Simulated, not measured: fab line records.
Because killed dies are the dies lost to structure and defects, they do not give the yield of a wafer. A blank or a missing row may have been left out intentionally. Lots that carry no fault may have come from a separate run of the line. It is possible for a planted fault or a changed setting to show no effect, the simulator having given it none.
Which tool was responsible? || flow n5-finfet || Sampling: 24 lots, 72 wafers, 5 of 1938 route steps

WHAT THE GAUGES SHOWED, per wafer
N5_BEOL_M9_THK_MEAS_53: measures by xrf. Usual: M9_THK gives 139 nm (standard deviation 3.2).
{"lot": "L074", "measured": "day 11 09:49", "on": "film-metro-01", "M9_THK (nm)": "136 140 137", "flag": ""}
{"lot": "L075", "measured": "day 11 11:00", "on": "film-metro-01", "M9_THK (nm)": "141 141 138", "flag": ""}
{"lot": "L077", "measured": "day 11 18:34", "on": "film-metro-01", "M9_THK (nm)": "136 135 139", "flag": ""}
{"lot": "L078", "measured": "day 11 18:55", "on": "film-metro-02", "M9_THK (nm)": "143 145 142", "flag": ""}
{"lot": "L076", "measured": "day 12 05:59", "on": "film-metro-02", "M9_THK (nm)": "133 135 143", "flag": ""}
{"lot": "L079", "measured": "day 12 07:23", "on": "film-metro-02", "M9_THK (nm)": "137 136 138", "flag": ""}
{"lot": "L080", "measured": "day 12 08:11", "on": "film-metro-02", "M9_THK (nm)": "140 142 138", "flag": ""}
{"lot": "L081", "measured": "day 12 16:04", "on": "film-metro-02", "M9_THK (nm)": "141 137 140", "flag": ""}
{"lot": "L082", "measured": "day 13 06:08", "on": "film-metro-01", "M9_THK (nm)": "134 137 142", "flag": ""}
{"lot": "L083", "measured": "day 13 14:45", "on": "film-metro-01", "M9_THK (nm)": "137 140 138", "flag": ""}
{"lot": "L085", "measured": "day 13 15:34", "on": "film-metro-01", "M9_THK (nm)": "144 136 135", "flag": ""}
{"lot": "L086", "measured": "day 13 21:16", "on": "film-metro-01", "M9_THK (nm)": "143 141 142", "flag": ""}
{"lot": "L084", "measured": "day 14 03:10", "on": "film-metro-02", "M9_THK (nm)": "145 142 147", "flag": ""}
{"lot": "L087", "measured": "day 14 11:02", "on": "film-metro-02", "M9_THK (nm)": "141 138 138", "flag": ""}
{"lot": "L088", "measured": "day 15 01:18", "on": "film-metro-02", "M9_THK (nm)": "135 136 139", "flag": ""}
{"lot": "L089", "measured": "day 15 05:40", "on": "film-metro-01", "M9_THK (nm)": "143 144 137", "flag": ""}
{"lot": "L090", "measured": "day 15 10:36", "on": "film-metro-02", "M9_THK (nm)": "139 139 147", "flag": ""}
{"lot": "L093", "measured": "day 15 11:17", "on": "film-metro-02", "M9_THK (nm)": "140 135 142", "flag": ""}
{"lot": "L091", "measured": "day 15 11:41", "on": "film-metro-02", "M9_THK (nm)": "142 140 141", "flag": ""}
{"lot": "L092", "measured": "day 16 02:12", "on": "film-metro-02", "M9_THK (nm)": "142 133 135", "flag": ""}
{"lot": "L094", "measured": "day 16 17:18", "on": "film-metro-01", "M9_THK (nm)": "138 138 136", "flag": ""}
{"lot": "L096", "measured": "day 17 00:51", "on": "film-metro-02", "M9_THK (nm)": "140 139 144", "flag": ""}
{"lot": "L095", "measured": "day 17 01:28", "on": "film-metro-02", "M9_THK (nm)": "137 139 137", "flag": ""}
{"lot": "L097", "measured": "day 17 03:07", "on": "film-metro-02", "M9_THK (nm)": "137 136 134", "flag": ""}

N5_BEOL_M10_CD_MEAS_11: the cd target is 64.1 nm. Usual: cd-nm 64.3 nm, standard deviation 0.55.
{"lot": "L074", "measured": "day 11 12:35", "on": "cd-sem-03", "cd-nm (nm)": "64.1 64.1 64.8", "flag": ""}
{"lot": "L075", "measured": "day 11 13:07", "on": "cd-sem-02", "cd-nm (nm)": "64.7 64.7 64.9", "flag": ""}
{"lot": "L077", "measured": "day 11 21:11", "on": "cd-sem-03", "cd-nm (nm)": "65.1 65.2 65.0", "flag": ""}
{"lot": "L078", "measured": "day 11 21:22", "on": "cd-sem-01", "cd-nm (nm)": "63.4 63.3 64.0", "flag": ""}
{"lot": "L076", "measured": "day 12 07:33", "on": "cd-sem-02", "cd-nm (nm)": "64.7 64.8 64.2", "flag": ""}
{"lot": "L079", "measured": "day 12 09:35", "on": "cd-sem-01", "cd-nm (nm)": "63.7 63.4 64.4", "flag": ""}
{"lot": "L080", "measured": "day 12 10:02", "on": "cd-sem-01", "cd-nm (nm)": "64.2 65.0 64.3", "flag": ""}
{"lot": "L081", "measured": "day 12 19:25", "on": "cd-sem-03", "cd-nm (nm)": "63.5 64.2 64.2", "flag": ""}
{"lot": "L082", "measured": "day 13 08:34", "on": "cd-sem-02", "cd-nm (nm)": "64.1 64.9 65.4", "flag": ""}
{"lot": "L083", "measured": "day 13 17:22", "on": "cd-sem-03", "cd-nm (nm)": "63.6 64.6 63.6", "flag": ""}
{"lot": "L085", "measured": "day 13 17:46", "on": "cd-sem-01", "cd-nm (nm)": "64.1 64.5 64.8", "flag": ""}
{"lot": "L086", "measured": "day 13 23:23", "on": "cd-sem-03", "cd-nm (nm)": "64.1 64.4 63.6", "flag": ""}
{"lot": "L084", "measured": "day 14 05:46", "on": "cd-sem-02", "cd-nm (nm)": "63.7 63.6 64.1", "flag": ""}
{"lot": "L087", "measured": "day 14 13:08", "on": "cd-sem-03", "cd-nm (nm)": "64.0 63.8 64.0", "flag": ""}
{"lot": "L088", "measured": "day 15 02:42", "on": "cd-sem-02", "cd-nm (nm)": "63.4 63.8 63.5", "flag": ""}
{"lot": "L089", "measured": "day 15 07:31", "on": "cd-sem-02", "cd-nm (nm)": "64.4 64.9 65.1", "flag": ""}
{"lot": "L090", "measured": "day 15 11:52", "on": "cd-sem-01", "cd-nm (nm)": "64.3 64.5 64.2", "flag": ""}
{"lot": "L093", "measured": "day 15 12:41", "on": "cd-sem-01", "cd-nm (nm)": "63.7 64.4 64.0", "flag": ""}
{"lot": "L091", "measured": "day 15 13:04", "on": "cd-sem-02", "cd-nm (nm)": "64.6 63.6 63.5", "flag": ""}
{"lot": "L092", "measured": "day 16 04:04", "on": "cd-sem-02", "cd-nm (nm)": "64.3 64.7 65.0", "flag": ""}
{"lot": "L094", "measured": "day 16 22:36", "on": "cd-sem-03", "cd-nm (nm)": "64.2 64.4 64.3", "flag": ""}
{"lot": "L096", "measured": "day 17 04:19", "on": "cd-sem-02", "cd-nm (nm)": "63.9 64.6 63.2", "flag": ""}
{"lot": "L095", "measured": "day 17 04:34", "on": "cd-sem-03", "cd-nm (nm)": "64.5 64.9 63.6", "flag": ""}
{"lot": "L097", "measured": "day 17 07:06", "on": "cd-sem-03", "cd-nm (nm)": "64.1 64.5 64.0", "flag": ""}

EACH LOT AND THE TOOL THAT RAN IT (in order: tool; ch and the chambers of the sampled wafers; start)
{"lot": "L074", "N5_BEOL_M9_STRIP_80": "rie-diel-06 ch 0,1,2, day 11 08:07 or earlier", "N5_BEOL_M9_SURFACE_TREAT_79": "pvd-sputter-01, day 11 08:07", "N5_BEOL_M10_CURE_71": "uv-cure-02 ch 0, day 11 10:10"}
{"lot": "L075", "N5_BEOL_M9_STRIP_80": "rie-diel-01 ch 0,1,3, day 11 09:01 or earlier", "N5_BEOL_M9_SURFACE_TREAT_79": "pvd-sputter-03, day 11 09:01", "N5_BEOL_M10_CURE_71": "uv-cure-02 ch 0, day 11 11:23"}
{"lot": "L077", "N5_BEOL_M9_STRIP_80": "rie-diel-01 ch 0,2,3, day 11 17:31 or earlier", "N5_BEOL_M9_SURFACE_TREAT_79": "pvd-sputter-03, day 11 17:31", "N5_BEOL_M10_CURE_71": "uv-cure-02 ch 1, day 11 19:10"}
{"lot": "L078", "N5_BEOL_M9_STRIP_80": "rie-diel-03 ch 1,2,3, day 11 17:38 or earlier", "N5_BEOL_M9_SURFACE_TREAT_79": "pvd-sputter-03, day 11 17:38", "N5_BEOL_M10_CURE_71": "uv-cure-01 ch 0, day 11 19:20"}
{"lot": "L076", "N5_BEOL_M9_STRIP_80": "rie-diel-06 ch 1,2,3, day 12 02:55 or earlier", "N5_BEOL_M9_SURFACE_TREAT_79": "pvd-sputter-02, day 12 02:55", "N5_BEOL_M10_CURE_71": "uv-cure-03 ch 0, day 12 06:20"}
{"lot": "L079", "N5_BEOL_M9_STRIP_80": "rie-diel-01 ch 0,2,3, day 12 06:17 or earlier", "N5_BEOL_M9_SURFACE_TREAT_79": "pvd-sputter-01, day 12 06:17", "N5_BEOL_M10_CURE_71": "uv-cure-03 ch 2, day 12 07:40"}
{"lot": "L080", "N5_BEOL_M9_STRIP_80": "rie-diel-01 ch 0,2,3, day 12 07:11 or earlier", "N5_BEOL_M9_SURFACE_TREAT_79": "pvd-sputter-02, day 12 07:11", "N5_BEOL_M10_CURE_71": "uv-cure-02 ch 2, day 12 08:28"}
{"lot": "L081", "N5_BEOL_M9_STRIP_80": "rie-diel-06 ch 0,3, day 12 14:45 or earlier", "N5_BEOL_M9_SURFACE_TREAT_79": "pvd-sputter-03, day 12 14:45", "N5_BEOL_M10_CURE_71": "uv-cure-01 ch 2, day 12 16:40"}
{"lot": "L082", "N5_BEOL_M9_STRIP_80": "rie-diel-06 ch 0,1,3, day 13 04:43 or earlier", "N5_BEOL_M9_SURFACE_TREAT_79": "pvd-sputter-03, day 13 04:43", "N5_BEOL_M10_CURE_71": "uv-cure-02 ch 2, day 13 06:34"}
{"lot": "L083", "N5_BEOL_M9_STRIP_80": "rie-diel-03 ch 0,2,3, day 13 11:00 or earlier", "N5_BEOL_M9_SURFACE_TREAT_79": "pvd-sputter-01, day 13 11:00", "N5_BEOL_M10_CURE_71": "uv-cure-03 ch 1, day 13 15:13"}
{"lot": "L085", "N5_BEOL_M9_STRIP_80": "rie-diel-06 ch 1,2,3, day 13 11:33 or earlier", "N5_BEOL_M9_SURFACE_TREAT_79": "pvd-sputter-02, day 13 11:33", "N5_BEOL_M10_CURE_71": "uv-cure-02 ch 0, day 13 16:05"}
{"lot": "L086", "N5_BEOL_M9_STRIP_80": "rie-diel-03 ch 0,2,3, day 13 17:36 or earlier", "N5_BEOL_M9_SURFACE_TREAT_79": "pvd-sputter-03, day 13 17:36", "N5_BEOL_M10_CURE_71": "uv-cure-02 ch 0, day 13 21:37"}
{"lot": "L084", "N5_BEOL_M9_STRIP_80": "rie-diel-03 ch 0,1,2, day 13 23:38 or earlier", "N5_BEOL_M9_SURFACE_TREAT_79": "pvd-sputter-02, day 13 23:38", "N5_BEOL_M10_CURE_71": "uv-cure-02 ch 1, day 14 03:26"}
{"lot": "L087", "N5_BEOL_M9_STRIP_80": "rie-diel-03 ch 0,3, day 14 10:02 or earlier", "N5_BEOL_M9_SURFACE_TREAT_79": "pvd-sputter-02, day 14 10:02", "N5_BEOL_M10_CURE_71": "uv-cure-01 ch 1, day 14 11:33"}
{"lot": "L088", "N5_BEOL_M9_STRIP_80": "rie-diel-01 ch 0,1,2, day 14 23:53 or earlier", "N5_BEOL_M9_SURFACE_TREAT_79": "pvd-sputter-01, day 14 23:53", "N5_BEOL_M10_CURE_71": "uv-cure-02 ch 0, day 15 01:40"}
{"lot": "L089", "N5_BEOL_M9_STRIP_80": "rie-diel-06 ch 1,2, day 15 04:36 or earlier", "N5_BEOL_M9_SURFACE_TREAT_79": "pvd-sputter-02, day 15 04:36", "N5_BEOL_M10_CURE_71": "uv-cure-03 ch 1, day 15 06:02"}
{"lot": "L090", "N5_BEOL_M9_STRIP_80": "rie-diel-06 ch 0,1,2, day 15 09:37 or earlier", "N5_BEOL_M9_SURFACE_TREAT_79": "pvd-sputter-03, day 15 09:37", "N5_BEOL_M10_CURE_71": "uv-cure-01 ch 2, day 15 11:02"}
{"lot": "L093", "N5_BEOL_M9_STRIP_80": "rie-diel-01 ch 2,3, day 15 10:16 or earlier", "N5_BEOL_M9_SURFACE_TREAT_79": "pvd-sputter-02, day 15 10:16", "N5_BEOL_M10_CURE_71": "uv-cure-03 ch 0, day 15 11:44"}
{"lot": "L091", "N5_BEOL_M9_STRIP_80": "rie-diel-03 ch 0,2,3, day 15 10:39 or earlier", "N5_BEOL_M9_SURFACE_TREAT_79": "pvd-sputter-02, day 15 10:39", "N5_BEOL_M10_CURE_71": "uv-cure-01 ch 1, day 15 11:58"}
{"lot": "L092", "N5_BEOL_M9_STRIP_80": "rie-diel-06 ch 0,3, day 16 00:54 or earlier", "N5_BEOL_M9_SURFACE_TREAT_79": "pvd-sputter-02, day 16 00:54", "N5_BEOL_M10_CURE_71": "uv-cure-02 ch 2, day 16 02:29"}
{"lot": "L094", "N5_BEOL_M9_STRIP_80": "rie-diel-01 ch 0,2,3, day 16 14:56 or earlier", "N5_BEOL_M9_SURFACE_TREAT_79": "pvd-sputter-03, day 16 14:56", "N5_BEOL_M10_CURE_71": "uv-cure-03 ch 2, day 16 17:35"}
{"lot": "L096", "N5_BEOL_M9_STRIP_80": "rie-diel-03 ch 0,1,3, day 16 22:55 or earlier", "N5_BEOL_M9_SURFACE_TREAT_79": "pvd-sputter-03, day 16 22:55", "N5_BEOL_M10_CURE_71": "uv-cure-02 ch 0, day 17 01:12"}
{"lot": "L095", "N5_BEOL_M9_STRIP_80": "rie-diel-01 ch 0,1,2, day 16 22:58 or earlier", "N5_BEOL_M9_SURFACE_TREAT_79": "pvd-sputter-03, day 16 22:58", "N5_BEOL_M10_CURE_71": "uv-cure-01 ch 2, day 17 01:44"}
{"lot": "L097", "N5_BEOL_M9_STRIP_80": "rie-diel-01 ch 0,2, day 17 01:31 or earlier", "N5_BEOL_M9_SURFACE_TREAT_79": "pvd-sputter-02, day 17 01:31", "N5_BEOL_M10_CURE_71": "uv-cure-01 ch 1, day 17 03:35"}
- N5_BEOL_M9_STRIP_80: strips in N2/H2, time 10 s.
- N5_BEOL_M9_SURFACE_TREAT_79
- N5_BEOL_M10_CURE_71: cures SiCOH lowk, time 240 s.

AS READ BY THE TOOLS THEMSELVES (means over the sampled wafers that have a number; for cases with no such wafer, the mark the record gives instead)
N5_BEOL_M9_STRIP_80. Usual: drypump-motor-current-A 5.7 A, standard deviation 0.54; oes-product-au 0.77 a.u., standard deviation 0.065; rf-vpp-V 59.1 V, standard deviation 0.83; showerhead-plenum-p-Torr 2.53 Torr, standard deviation 0.078; throttle-valve-pct 23.63 %, standard deviation 0.3.
{"lot": "L074", "tool": "rie-diel-06", "drypump-motor-current-A (A)": 5.9, "oes-product-au (a.u.)": 0.83, "rf-vpp-V (V)": 59.1, "showerhead-plenum-p-Torr (Torr)": 2.61, "throttle-valve-pct (%)": 23.56, "flag": ""}
{"lot": "L075", "tool": "rie-diel-01", "drypump-motor-current-A (A)": 6.0, "oes-product-au (a.u.)": 0.74, "rf-vpp-V (V)": 58.4, "showerhead-plenum-p-Torr (Torr)": 2.47, "throttle-valve-pct (%)": 23.59, "flag": ""}
{"lot": "L077", "tool": "rie-diel-01", "drypump-motor-current-A (A)": 6.1, "oes-product-au (a.u.)": 0.77, "rf-vpp-V (V)": 59.4, "showerhead-plenum-p-Torr (Torr)": 2.54, "throttle-valve-pct (%)": 23.44, "flag": ""}
{"lot": "L078", "tool": "rie-diel-03", "drypump-motor-current-A (A)": 4.9, "oes-product-au (a.u.)": 0.77, "rf-vpp-V (V)": 59.1, "showerhead-plenum-p-Torr (Torr)": 2.48, "throttle-valve-pct (%)": 23.92, "flag": ""}
{"lot": "L076", "tool": "rie-diel-06", "drypump-motor-current-A (A)": 5.7, "oes-product-au (a.u.)": 0.78, "rf-vpp-V (V)": 58.6, "showerhead-plenum-p-Torr (Torr)": 2.58, "throttle-valve-pct (%)": 23.66, "flag": ""}
{"lot": "L079", "tool": "rie-diel-01", "drypump-motor-current-A (A)": 6.0, "oes-product-au (a.u.)": 0.76, "rf-vpp-V (V)": 60.0, "showerhead-plenum-p-Torr (Torr)": 2.54, "throttle-valve-pct (%)": 23.45, "flag": ""}
{"lot": "L080", "tool": "rie-diel-01", "drypump-motor-current-A (A)": 6.1, "oes-product-au (a.u.)": 0.76, "rf-vpp-V (V)": 59.5, "showerhead-plenum-p-Torr (Torr)": 2.54, "throttle-valve-pct (%)": 23.45, "flag": ""}
{"lot": "L081", "tool": "rie-diel-06", "drypump-motor-current-A (A)": 6.4, "oes-product-au (a.u.)": 0.82, "rf-vpp-V (V)": 58.8, "showerhead-plenum-p-Torr (Torr)": 2.57, "throttle-valve-pct (%)": 23.30, "flag": ""}
{"lot": "L082", "tool": "rie-diel-06", "drypump-motor-current-A (A)": 5.9, "oes-product-au (a.u.)": 0.82, "rf-vpp-V (V)": 59.4, "showerhead-plenum-p-Torr (Torr)": 2.57, "throttle-valve-pct (%)": 23.53, "flag": ""}
{"lot": "L083", "tool": "rie-diel-03", "drypump-motor-current-A (A)": 5.1, "oes-product-au (a.u.)": 0.80, "rf-vpp-V (V)": 59.2, "showerhead-plenum-p-Torr (Torr)": 2.53, "throttle-valve-pct (%)": 23.77, "flag": ""}
{"lot": "L085", "tool": "rie-diel-06", "drypump-motor-current-A (A)": 5.7, "oes-product-au (a.u.)": 0.77, "rf-vpp-V (V)": 59.9, "showerhead-plenum-p-Torr (Torr)": 2.57, "throttle-valve-pct (%)": 23.70, "flag": ""}
{"lot": "L086", "tool": "rie-diel-03", "drypump-motor-current-A (A)": 5.1, "oes-product-au (a.u.)": 0.80, "rf-vpp-V (V)": 58.7, "showerhead-plenum-p-Torr (Torr)": 2.53, "throttle-valve-pct (%)": 23.77, "flag": ""}
{"lot": "L084", "tool": "rie-diel-03", "drypump-motor-current-A (A)": 5.2, "oes-product-au (a.u.)": 0.81, "rf-vpp-V (V)": 59.2, "showerhead-plenum-p-Torr (Torr)": 2.53, "throttle-valve-pct (%)": 23.76, "flag": ""}
{"lot": "L087", "tool": "rie-diel-03", "drypump-motor-current-A (A)": 5.2, "oes-product-au (a.u.)": 0.82, "rf-vpp-V (V)": 59.5, "showerhead-plenum-p-Torr (Torr)": 2.54, "throttle-valve-pct (%)": 23.70, "flag": ""}
{"lot": "L088", "tool": "rie-diel-01", "drypump-motor-current-A (A)": 5.9, "oes-product-au (a.u.)": 0.70, "rf-vpp-V (V)": 58.7, "showerhead-plenum-p-Torr (Torr)": 2.52, "throttle-valve-pct (%)": 23.74, "flag": ""}
{"lot": "L089", "tool": "rie-diel-06", "drypump-motor-current-A (A)": 5.5, "oes-product-au (a.u.)": 0.80, "rf-vpp-V (V)": 59.6, "showerhead-plenum-p-Torr (Torr)": 2.59, "throttle-valve-pct (%)": 23.84, "flag": ""}
{"lot": "L090", "tool": "rie-diel-06", "drypump-motor-current-A (A)": 5.9, "oes-product-au (a.u.)": 0.79, "rf-vpp-V (V)": 59.9, "showerhead-plenum-p-Torr (Torr)": 2.59, "throttle-valve-pct (%)": 23.60, "flag": ""}
{"lot": "L093", "tool": "rie-diel-01", "drypump-motor-current-A (A)": 6.1, "oes-product-au (a.u.)": 0.78, "rf-vpp-V (V)": 59.4, "showerhead-plenum-p-Torr (Torr)": 2.51, "throttle-valve-pct (%)": 23.23, "flag": ""}
{"lot": "L091", "tool": "rie-diel-03", "drypump-motor-current-A (A)": 5.1, "oes-product-au (a.u.)": 0.78, "rf-vpp-V (V)": 58.8, "showerhead-plenum-p-Torr (Torr)": 2.53, "throttle-valve-pct (%)": 23.79, "flag": ""}
{"lot": "L092", "tool": "rie-diel-06", "drypump-motor-current-A (A)": 6.2, "oes-product-au (a.u.)": 0.74, "rf-vpp-V (V)": 58.9, "showerhead-plenum-p-Torr (Torr)": 2.53, "throttle-valve-pct (%)": 23.44, "flag": ""}
{"lot": "L094", "tool": "rie-diel-01", "drypump-motor-current-A (A)": 6.1, "oes-product-au (a.u.)": 0.74, "rf-vpp-V (V)": 58.8, "showerhead-plenum-p-Torr (Torr)": 2.53, "throttle-valve-pct (%)": 23.49, "flag": ""}
{"lot": "L096", "tool": "rie-diel-03", "drypump-motor-current-A (A)": 5.1, "oes-product-au (a.u.)": 0.78, "rf-vpp-V (V)": 58.9, "showerhead-plenum-p-Torr (Torr)": 2.48, "throttle-valve-pct (%)": 23.87, "flag": ""}
{"lot": "L095", "tool": "rie-diel-01", "drypump-motor-current-A (A)": 5.9, "oes-product-au (a.u.)": 0.69, "rf-vpp-V (V)": 59.7, "showerhead-plenum-p-Torr (Torr)": 2.51, "throttle-valve-pct (%)": 23.76, "flag": ""}
{"lot": "L097", "tool": "rie-diel-01", "drypump-motor-current-A (A)": 5.9, "oes-product-au (a.u.)": 0.70, "rf-vpp-V (V)": 59.9, "showerhead-plenum-p-Torr (Torr)": 2.59, "throttle-valve-pct (%)": 23.61, "flag": ""}

N5_BEOL_M9_SURFACE_TREAT_79. Usual: ar-flow-sccm 30.01 sccm, standard deviation 0.089.
{"lot": "L074", "tool": "pvd-sputter-01", "ar-flow-sccm (sccm)": 29.90, "flag": ""}
{"lot": "L075", "tool": "pvd-sputter-03", "ar-flow-sccm (sccm)": 30.02, "flag": ""}
{"lot": "L077", "tool": "pvd-sputter-03", "ar-flow-sccm (sccm)": 29.98, "flag": ""}
{"lot": "L078", "tool": "pvd-sputter-03", "ar-flow-sccm (sccm)": 29.96, "flag": ""}
{"lot": "L076", "tool": "pvd-sputter-02", "ar-flow-sccm (sccm)": 30.09, "flag": ""}
{"lot": "L079", "tool": "pvd-sputter-01", "ar-flow-sccm (sccm)": 29.96, "flag": ""}
{"lot": "L080", "tool": "pvd-sputter-02", "ar-flow-sccm (sccm)": 30.02, "flag": ""}
{"lot": "L081", "tool": "pvd-sputter-03", "ar-flow-sccm (sccm)": 30.08, "flag": ""}
{"lot": "L082", "tool": "pvd-sputter-03", "ar-flow-sccm (sccm)": 29.93, "flag": ""}
{"lot": "L083", "tool": "pvd-sputter-01", "ar-flow-sccm (sccm)": 30.04, "flag": ""}
{"lot": "L085", "tool": "pvd-sputter-02", "ar-flow-sccm (sccm)": 30.02, "flag": ""}
{"lot": "L086", "tool": "pvd-sputter-03", "ar-flow-sccm (sccm)": 30.06, "flag": ""}
{"lot": "L084", "tool": "pvd-sputter-02", "ar-flow-sccm (sccm)": 30.09, "flag": ""}
{"lot": "L087", "tool": "pvd-sputter-02", "ar-flow-sccm (sccm)": 30.00, "flag": ""}
{"lot": "L088", "tool": "pvd-sputter-01", "ar-flow-sccm (sccm)": 29.97, "flag": ""}
{"lot": "L089", "tool": "pvd-sputter-02", "ar-flow-sccm (sccm)": 29.98, "flag": ""}
{"lot": "L090", "tool": "pvd-sputter-03", "ar-flow-sccm (sccm)": 29.94, "flag": ""}
{"lot": "L093", "tool": "pvd-sputter-02", "ar-flow-sccm (sccm)": 29.98, "flag": ""}
{"lot": "L091", "tool": "pvd-sputter-02", "ar-flow-sccm (sccm)": 29.97, "flag": ""}
{"lot": "L092", "tool": "pvd-sputter-02", "ar-flow-sccm (sccm)": 30.10, "flag": ""}
{"lot": "L094", "tool": "pvd-sputter-03", "ar-flow-sccm (sccm)": 30.02, "flag": ""}
{"lot": "L096", "tool": "pvd-sputter-03", "ar-flow-sccm (sccm)": 29.94, "flag": ""}
{"lot": "L095", "tool": "pvd-sputter-03", "ar-flow-sccm (sccm)": 30.04, "flag": ""}
{"lot": "L097", "tool": "pvd-sputter-02", "ar-flow-sccm (sccm)": 29.94, "flag": ""}

N5_BEOL_M10_CURE_71. Usual: lamp-power-pct 52.31 %, standard deviation 0.054; wafer_temp_C_max 387.0, standard deviation 0.64.
{"lot": "L074", "tool": "uv-cure-02", "lamp-power-pct (%)": 52.29, "wafer_temp_C_max": 387.0, "flag": ""}
{"lot": "L075", "tool": "uv-cure-02", "lamp-power-pct (%)": 52.34, "wafer_temp_C_max": 387.1, "flag": ""}
{"lot": "L077", "tool": "uv-cure-02", "lamp-power-pct (%)": 52.34, "wafer_temp_C_max": 387.3, "flag": ""}
{"lot": "L078", "tool": "uv-cure-01", "lamp-power-pct (%)": 52.32, "wafer_temp_C_max": 386.8, "flag": ""}
{"lot": "L076", "tool": "uv-cure-03", "lamp-power-pct (%)": 52.27, "wafer_temp_C_max": 387.1, "flag": ""}
{"lot": "L079", "tool": "uv-cure-03", "lamp-power-pct (%)": 52.27, "wafer_temp_C_max": 386.8, "flag": ""}
{"lot": "L080", "tool": "uv-cure-02", "lamp-power-pct (%)": 52.35, "wafer_temp_C_max": 387.5, "flag": ""}
{"lot": "L081", "tool": "uv-cure-01", "lamp-power-pct (%)": 52.32, "wafer_temp_C_max": 385.6, "flag": ""}
{"lot": "L082", "tool": "uv-cure-02", "lamp-power-pct (%)": 52.27, "wafer_temp_C_max": 387.5, "flag": ""}
{"lot": "L083", "tool": "uv-cure-03", "lamp-power-pct (%)": 52.35, "wafer_temp_C_max": 387.4, "flag": ""}
{"lot": "L085", "tool": "uv-cure-02", "lamp-power-pct (%)": 52.35, "wafer_temp_C_max": 387.1, "flag": ""}
{"lot": "L086", "tool": "uv-cure-02", "lamp-power-pct (%)": 52.32, "wafer_temp_C_max": 387.1, "flag": ""}
{"lot": "L084", "tool": "uv-cure-02", "lamp-power-pct (%)": 52.31, "wafer_temp_C_max": 387.7, "flag": ""}
{"lot": "L087", "tool": "uv-cure-01", "lamp-power-pct (%)": 52.33, "wafer_temp_C_max": 387.4, "flag": ""}
{"lot": "L088", "tool": "uv-cure-02", "lamp-power-pct (%)": 52.27, "wafer_temp_C_max": 386.8, "flag": ""}
{"lot": "L089", "tool": "uv-cure-03", "lamp-power-pct (%)": 52.32, "wafer_temp_C_max": 387.3, "flag": ""}
{"lot": "L090", "tool": "uv-cure-01", "lamp-power-pct (%)": 52.31, "wafer_temp_C_max": 385.5, "flag": ""}
{"lot": "L093", "tool": "uv-cure-03", "lamp-power-pct (%)": 52.32, "wafer_temp_C_max": 387.1, "flag": ""}
{"lot": "L091", "tool": "uv-cure-01", "lamp-power-pct (%)": 52.31, "wafer_temp_C_max": 387.7, "flag": ""}
{"lot": "L092", "tool": "uv-cure-02", "lamp-power-pct (%)": 52.36, "wafer_temp_C_max": 386.8, "flag": ""}
{"lot": "L094", "tool": "uv-cure-03", "lamp-power-pct (%)": 52.34, "wafer_temp_C_max": 386.8, "flag": ""}
{"lot": "L096", "tool": "uv-cure-02", "lamp-power-pct (%)": 52.29, "wafer_temp_C_max": 387.3, "flag": ""}
{"lot": "L095", "tool": "uv-cure-01", "lamp-power-pct (%)": 52.33, "wafer_temp_C_max": 386.2, "flag": ""}
{"lot": "L097", "tool": "uv-cure-01", "lamp-power-pct (%)": 52.30, "wafer_temp_C_max": 387.7, "flag": ""}

THE ANSWER, worked out from the rows above alone
Rule: take the mean of a lot's wafers that have a number; if it is more than 3 standard deviations from the usual mean, the lot is off. Also off: a lot with no number at a reading for which 4 or more lots have one. All remaining lots with rows at the step are treated as sound. The gauges are gone through in route order, then the tools' own readings, and for those a lot's mean is taken as printed above. The first step at which some lot is off is used, and at that step the reading that is off furthest; a lot without a number counts as furthest.
No lot is off at any reading shown: from this, nothing can be told.

WHAT THE SIMULATOR HAD INSERTED
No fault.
